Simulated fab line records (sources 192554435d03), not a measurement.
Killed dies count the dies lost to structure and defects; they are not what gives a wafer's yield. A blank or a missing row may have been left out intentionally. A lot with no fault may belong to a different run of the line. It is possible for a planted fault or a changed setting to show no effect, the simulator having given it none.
A lot that was struck, set against a sound lot / flow n5_finfet / 24 out of 1938 route steps
Sound: wafers L539.1, L539.3, L539.6. Wafers struck: L548.2, L548.5, L548.6. The cause comes at the end.
At each step with rows: each side's tool, then ch and its chambers, then its first start. Under that, the readings that differ: sound wafers / struck wafers / difference of the means / sigmas: that difference in standard deviations of wafers without a fault.
alike: a reading whose means differ by less than 2 such deviations, as well as words and numbers matching on both sides. not compared: withheld readings; readings where some wafer has no value; bounds like >300 that might hide an equal value; numbers whose values overlap and for which the record gives no deviation.
The two part at a step that has a row with sigmas, a row that says differs or no value, or rows on one side only. Numbers that have no deviation but don't overlap get no sigmas and don't part them. A reading that every wafer of one side lacks parts them only if that side has two wafers or more.

first, 9 steps without rows for these wafers: N5_FIN_SAQP_PRECLEAN_38 (cleans in O3/DIW, time 45 s); N5_FIN_SAQP_PRECLEAN_45 (cleans in dHF, time 10 s); N5_FIN_SAQP_SRD_39 (time 30 s); N5_FIN_CUT_COAT_18 (time 60 s, resist thk 230 nm); N5_FIN_CUT_COAT_19 (time 60 s, resist thk 20 nm); N5_FIN_CUT_COAT_29 (time 60 s, resist thk 10 nm); N5_FIN_CUT_COAT_02 (resist thk 30 nm); N5_FIN_CUT_EBR_04; N5_FIN_CUT_SOFTBAKE_03 (time 60 s).
N5_FIN_CUT_EXPOSE_05: exposes mask FIN CUT.
  sound on euv_scanner-02 ch 0, day 2 23:02; struck on euv_scanner-02 ch 0, day 5 05:50
reading=exposure_dose_mJ_cm2; sound=45.70 45.68 45.68; struck=43.27 43.40 43.40; difference=-2.33; sigmas=-21
  alike: mask
then, 2 steps without rows for these wafers: N5_FIN_CUT_PEB_06 (peb time 60 s); N5_FIN_CUT_DEVELOP_07 (develop time 30 s).
N5_FIN_CUT_CD_MEAS_08: target cd 29.1 nm.
  sound on cd_sem-01 ch 0, day 2 23:11; struck on cd_sem-02 ch 0, day 5 05:58
reading=cd_nm (nm); sound=29.43 29.16 29.34; struck=28.33 28.09 28.22; difference=-1.10; sigmas=-5
then, 1 step without rows for these wafers: N5_FIN_CUT_DESCUM_13 (chemistry O2, time 7 s).
N5_FIN_CUT_ETCH_30: etches underlayer in N2/H2, target depth 13 nm, time 10.4 s.
  sound on rie_diel-03 ch 2,3, day 2 23:20; struck on rie_diel-03 ch 0,2,3, day 5 06:07
reading=model.FIN_CUT.cd_offset_nm (nm); sound=0.2 0.2 0.4; struck=-1 -1 -1.2; difference=-1; sigmas=
  alike: drypump_motor_current_A, etch_rf_on_time_s, oes_product_au, rf_vpp_V, showerhead_plenum_p_Torr, throttle_valve_pct
  not compared: rf_hours_counter_h
then, 6 steps without rows for these wafers: N5_FIN_CUT_ETCH_20 (etches SiARC in CF4, target depth 26 nm, time 43.3 s); N5_FIN_CUT_ETCH_21 (etches SOC in N2/H2, target depth 219 nm, overetch 43.8 nm, time 523.5 s); N5_FIN_CUT_STRIP_23 (strips in N2/H2); N5_FIN_CUT_STRIP_31 (strips in N2/H2); N5_FIN_CUT_STRIP_24 (strips in CF4); N5_FIN_CUT_CUT_ETCH_26 (etches SiNx in CH3F/O2, target depth 39 nm, time 55.7 s).
N5_FIN_CUT_CUT_ETCH_27: etches SiO2 in CHF3/O2, target depth 4 nm, overetch 2 nm, time 4.9 s.
  sound on rie_diel-03 ch 2,3, day 2 23:47; struck on rie_diel-03 ch 0,2,3, day 5 06:34
reading=model.FIN_CUT.cd_offset_nm (nm); sound=1 0.4 1; struck=-1 -0.2 -1; difference=-2; sigmas=
  alike: drypump_motor_current_A, oes_product_au, rf_vpp_V, showerhead_plenum_p_Torr, throttle_valve_pct
  not compared: rf_hours_counter_h
then, 1 step without rows for these wafers: N5_FIN_CUT_PRECLEAN_35 (cleans in vHF, time 13.3 s).
-- a jump in the record: the struck wafers' starts before and after are 6 days apart (it breaks off in module FIN_CUT and resumes in module BEOL_M4, where the first step shown is number 1111 of the route) --
N5_BEOL_M4_RC_MEAS_101:
  sound on prober-01 ch 0, day 8 09:23; struck on prober-01 ch 0, day 11 05:38
reading=DIBL_N (mV/V); sound=39.6 38.7 35.5; struck=36.0 32.2 34.5; difference=-3.7; sigmas=-2
reading=IOFF_P (nA/um); sound=0.25 0.27 0.18; struck=0.17 0.13 0.16; difference=-0.08; sigmas=-2
reading=SS_N (mV/dec); sound=72.4 71.7 71.8; struck=71.6 69.2 70.8; difference=-1.4; sigmas=-3
  alike: DIBL_P, IOFF_N, ION_N, ION_P, SS_P, VT_N, VT_P

## WHERE THEY PART
Earliest at N5_FIN_CUT_EXPOSE_05; latest, in this record, at N5_BEOL_M4_RC_MEAS_101.

WHY: whatever the simulator had introduced
Process parameters drifting: euv_scanner-02 at N5_FIN_CUT_EXPOSE_05, beginning at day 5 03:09. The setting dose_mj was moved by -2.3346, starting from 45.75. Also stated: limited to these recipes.
